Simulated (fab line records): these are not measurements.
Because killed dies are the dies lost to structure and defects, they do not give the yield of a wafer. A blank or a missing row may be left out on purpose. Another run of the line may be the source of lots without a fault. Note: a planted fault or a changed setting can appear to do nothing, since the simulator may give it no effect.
What tool caused it? ; flow n5-finfet ; 9 lots with 27 wafers sampled at 2 steps, on a route of 1938 steps

WHAT THE GAUGES SHOWED, per wafer
N5_WELL_APT_CD_MEAS_08: the cd target is 200 nm.
lot;measured;on;cd-nm (nm)
L521;day 1 13:49;cd-sem-01;194.6 195.2 194.8
L527;day 3 01:43;cd-sem-03;202.1 202.2 200.8
L528;day 3 08:06;cd-sem-02;203.9 201.6 203.4
L530;day 3 19:52;cd-sem-03;199.5 200.3 202.3
L531;day 4 01:41;cd-sem-01;194.4 196.8 196.5
L532;day 4 07:43;cd-sem-03;204.5 201.8 203.1
L539;day 6 01:34;cd-sem-02;181.7 182.5 181.9
L540;day 6 08:22;cd-sem-01;181.9 182.5 183.0
L544;day 7 07:34;cd-sem-01;202.2 199.1 200.8

WHAT TOOL EACH LOT RAN ON (gives the tool, then ch and the chambers of the sampled wafers, and finally the start)
lot;N5_WELL_APT_PEB_06
L521;litho-track-01 ch 0, day 1 13:41
L527;litho-track-05 ch 0, day 3 01:35
L528;litho-track-04 ch 0, day 3 07:59
L530;litho-track-04 ch 0, day 3 19:45
L531;litho-track-01 ch 0, day 4 01:34
L532;litho-track-04 ch 0, day 4 07:37
L539;litho-track-01 ch 0, day 6 01:26
L540;litho-track-01 ch 0, day 6 08:15
L544;litho-track-04 ch 0, day 7 07:26
- N5_WELL_APT_PEB_06: peb time 90 s.

THE ANSWER, worked out from the rows above alone
Rule: the usual values come from the lots themselves. Put in order of their means at a reading, lots are off if they are a third of the lots or fewer, leave a main group of 4 or more, and stand apart from it by a gap of 3 or more times the standard deviation of the main group's means; of several such gaps the widest counts. Not used: any main group whose means are identical at the precision the tables above print for the reading. Also off: a lot with no number at a reading for which 4 or more lots have one. All remaining lots with rows at the step are treated as sound.
Off: L539, L540, at N5_WELL_APT_CD_MEAS_08 (cd-nm). The main group has a mean of 200.0 nm with a standard deviation of 3.1.
If a tool, at a process step before that reading, ran all the lots that are off and no sound lot after the first of them, it fits. Those tools and the gauges at N5_WELL_APT_CD_MEAS_08 are tried in the same way. One candidate fits, namely litho-track-01 at N5_WELL_APT_PEB_06. A fault onset in the window from L531 (day 4 01:34, its last sound lot) to L539 (day 6 01:26, its first lot off) fits.

WHAT HAD BEEN PUT IN BY THE SIMULATOR
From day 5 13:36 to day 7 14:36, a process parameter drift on litho-track-01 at N5_WELL_APT_PEB_06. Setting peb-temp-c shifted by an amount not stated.
Struck lots among those shown: L539, L540. Same finding as the rule above.
